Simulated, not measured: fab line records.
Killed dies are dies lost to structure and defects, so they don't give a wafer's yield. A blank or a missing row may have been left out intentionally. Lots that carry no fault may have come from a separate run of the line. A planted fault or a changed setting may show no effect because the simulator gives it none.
Matching of chambers | flow n5-finfet | N5_BEOL_M0_SAQP_ETCH_49 on rie-diel-06: 4 sister chambers
The step etches SiO2 in CF4/O2, target depth 37 nm. 20 wafers are shown with their chamber, then 10 later ones without.

== WAFERS WITH THEIR CHAMBER ==
wafer  | chamber | showerhead-plenum-p-Torr (Torr) | throttle-valve-pct (%) | drypump-motor-current-A (A)
L074.1 | 0       | 2.11                            | 16.25                  | 5.4
L074.4 | 3       | 2.17                            | 15.69                  | 5.9
L074.6 | 0       | 2.11                            | 16.27                  | 5.5
L078.1 | 1       | 2.29                            | 16.09                  | 6.2
L078.4 | 0       | 2.11                            | 16.26                  | 5.5
L078.6 | 1       | 2.29                            | 16.12                  | 6.2
L080.1 | 0       | 2.10                            | 16.28                  | 5.5
L080.5 | 0       | 2.10                            | 16.27                  | 5.5
L080.6 | 2       | 2.10                            | 16.37                  | 5.7
L084.2 | 2       | 2.09                            | 16.39                  | 5.7
L084.4 | 0       | 2.10                            | 16.29                  | 5.5
L084.5 | 3       | 2.16                            | 15.71                  | 5.9
L090.2 | 3       | 2.16                            | 15.74                  | 5.9
L090.4 | 2       | 2.09                            | 16.42                  | 5.8
L090.6 | 1       | 2.28                            | 16.14                  | 6.2
L091.1 | 1       | 2.28                            | 16.16                  | 6.2
L091.2 | 2       | 2.09                            | 16.40                  | 5.8
L091.4 | 1       | 2.28                            | 16.15                  | 6.2
L093.1 | 2       | 2.09                            | 16.42                  | 5.8
L093.2 | 1       | 2.28                            | 16.14                  | 6.2

SIGNATURES (averages over the wafers above)
reading                  | chamber 0 | chamber 1 | chamber 2 | chamber 3 | scatter within a chamber
showerhead-plenum-p-Torr | 2.1050    | 2.2833    | 2.0920    | 2.1633    | 0.00518
throttle-valve-pct       | 16.2700   | 16.1333   | 16.4000   | 15.7133   | 0.0212
drypump-motor-current-A  | 5.483     | 6.200     | 5.760     | 5.900     | 0.0356
Rule: for each reading, subtract the chamber's mean from the wafer's reading, divide by that reading's scatter and square the result; add these up over the readings and take the root, which gives the wafer's distance from the chamber. The wafer belongs to the nearest chamber; if the next one is less than 2 further off, it can't be placed. The scatter: the root of (the sum of the squares of (reading less its chamber's mean) over the shown wafers, divided by (wafers less chambers)).

== WAFERS MISSING THEIR CHAMBER ==
wafer  | showerhead-plenum-p-Torr (Torr) | throttle-valve-pct (%) | drypump-motor-current-A (A)
L093.4 | 2.28                            | 16.14                  | 6.2
L092.1 | 2.09                            | 16.42                  | 5.7
L092.4 | 2.16                            | 15.76                  | 5.9
L092.5 | 2.28                            | 16.17                  | 6.2
L095.1 | 2.16                            | 15.75                  | 5.9
L095.2 | 2.36                            | 15.80                  | 5.5
L095.3 | 2.28                            | 16.16                  | 6.2
L096.1 | 2.27                            | 16.17                  | 6.2
L096.3 | 2.15                            | 15.76                  | 5.9
L096.4 | 2.28                            | 16.19                  | 6.2

== WHICH CHAMBER EACH ONE RAN IN ==
wafer  | from the rows above | in truth
L093.4 | 1                   | 1
L092.1 | 2                   | 2
L092.4 | 3                   | 3
L092.5 | 1                   | 1
L095.1 | 3                   | 3
L095.2 | 1                   | 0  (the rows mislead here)
L095.3 | 1                   | 1
L096.1 | 1                   | 1
L096.3 | 3                   | 3
L096.4 | 1                   | 1
9 of 10 placed correctly. Left unplaced by these rows: 0. Placed wrongly: 1.
